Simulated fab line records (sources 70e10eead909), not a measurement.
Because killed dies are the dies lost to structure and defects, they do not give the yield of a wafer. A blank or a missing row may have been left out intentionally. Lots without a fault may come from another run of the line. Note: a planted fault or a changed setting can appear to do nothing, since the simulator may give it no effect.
Matching of chambers || flow nandHarc || 3 sister chambers for NHARC_A_CHANNEL_HOLE_D1_DEP_01 on pecvd-01
The step deposits SiON, target thk 140 nm. 3 wafers are shown with their chamber, then 7 later ones without.

## WAFERS, EACH WITH ITS CHAMBER
{"wafer": "L501.5", "chamber": 1, "heaterPowerW (W)": 765}
{"wafer": "L502.2", "chamber": 2, "heaterPowerW (W)": 719}
{"wafer": "L502.3", "chamber": 0, "heaterPowerW (W)": 609}

## WAFERS MISSING THEIR CHAMBER
{"wafer": "L502.5", "heaterPowerW (W)": 611}
{"wafer": "L505.4", "heaterPowerW (W)": 676}
{"wafer": "L505.5", "heaterPowerW (W)": 672}
{"wafer": "L505.6", "heaterPowerW (W)": 678}
{"wafer": "L515.1", "heaterPowerW (W)": 738}
{"wafer": "L515.2", "heaterPowerW (W)": 786}
{"wafer": "L515.4", "heaterPowerW (W)": 731}

## THE CHAMBER EACH PASSED THROUGH
{"wafer": "L502.5", "from the rows above": 0, "in truth": 0}
{"wafer": "L505.4", "from the rows above": "can't be placed: 2 or 0 or 1", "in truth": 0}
{"wafer": "L505.5", "from the rows above": "can't be placed: 2 or 0 or 1", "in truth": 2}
{"wafer": "L505.6", "from the rows above": "can't be placed: 2 or 0 or 1", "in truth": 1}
{"wafer": "L515.1", "from the rows above": "can't be placed: 2 or 1", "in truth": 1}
{"wafer": "L515.2", "from the rows above": "can't be placed: 1 or 2", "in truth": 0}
{"wafer": "L515.4", "from the rows above": "can't be placed: 2 or 1", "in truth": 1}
1 of 7 placed correctly. Unplaceable from these rows: 6, with the true chamber sitting among the candidates in 5. Wrongly placed: 0.
How it was worked out, from the rows above alone: a wafer's distance from a chamber is the root of the sum, over the readings, of the square of ((its reading less the chamber's mean) divided by the reading's scatter). If the next closest chamber is less than 2 further off than the closest, the wafer can't be placed; otherwise it belongs to the closest. Each chamber's mean is taken over the wafers shown for it. The scatter (one wafer shown for each chamber): square how far every hidden wafer sits from the nearest shown wafer, average those squares and take the square root.
